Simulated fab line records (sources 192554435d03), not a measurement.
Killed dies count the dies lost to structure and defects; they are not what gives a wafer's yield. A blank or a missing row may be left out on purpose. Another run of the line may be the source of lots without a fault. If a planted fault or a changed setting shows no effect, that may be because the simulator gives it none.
Chamber matching ; flow n5Finfet ; pecvd-04 running N5_BEOL_M2_ILD_DEP_00: 3 sister chambers
The step deposits SiOC from DEMS/O2, target thk 79 nm, time 15.3 s. 16 wafers are shown with their chamber, then 8 later ones without.

WAFERS, EACH WITH ITS CHAMBER
wafer;chamber;heaterPowerW (W);throttleValvePct (%);showerheadPlenumPTorr (Torr)
L074.2;2;593;11.4;5.692
L074.3;1;532;11.7;5.712
L074.4;2;596;11.5;5.685
L075.1;2;536;11.2;5.679
L075.3;0;472;12.0;5.673
L075.5;0;478;11.9;5.678
L078.3;0;478;11.8;5.680
L078.5;1;529;12.2;5.690
L078.6;2;591;11.5;5.693
L080.2;1;502;12.1;5.692
L080.4;0;466;12.1;5.693
L080.5;1;500;11.7;5.690
L081.1;0;495;12.0;5.666
L081.2;1;490;11.8;5.706
L081.3;2;539;11.5;5.695
L088.2;0;449;12.1;5.678

SIGNATURES (averages over the wafers above)
reading;chamber 0;chamber 1;chamber 2;scatter within a chamber
heaterPowerW;473.00;510.60;571.00;22.1
throttleValvePct;11.983;11.900;11.420;0.166
showerheadPlenumPTorr;5.67800;5.69800;5.68880;0.00877
Rule: distance of a wafer from a chamber = root of the sum over the readings of ((wafer's reading minus chamber's mean) / reading's scatter) squared. If the next closest chamber is less than 2 further off than the closest, the wafer can't be placed; otherwise it belongs to the closest. The scatter: take each reading less its chamber's mean, square it, sum over the shown wafers, divide by the number of wafers less the number of chambers, and take the root.

WAFERS WITHOUT THEIR CHAMBER
wafer;heaterPowerW (W);throttleValvePct (%);showerheadPlenumPTorr (Torr)
L088.5;516;11.9;5.702
L088.6;438;12.2;5.691
L089.2;479;12.3;5.690
L089.3;514;12.0;5.720
L089.6;478;12.1;5.694
L096.2;559;10.6;5.679
L096.4;410;12.0;5.672
L096.6;416;12.0;5.688

CHAMBER TAKEN BY EACH
wafer;from the rows above;in truth
L088.5;1;1
L088.6;can't be placed: 0 or 1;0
L089.2;can't be placed: 0 or 1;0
L089.3;1;1
L089.6;can't be placed: 1 or 0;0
L096.2;2;2
L096.4;0;0
L096.6;can't be placed: 0 or 1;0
Correctly placed: 4 of 8. Cannot be placed on the basis of these rows: 4; the candidates contain the true chamber in 4. 0 placed wrongly.
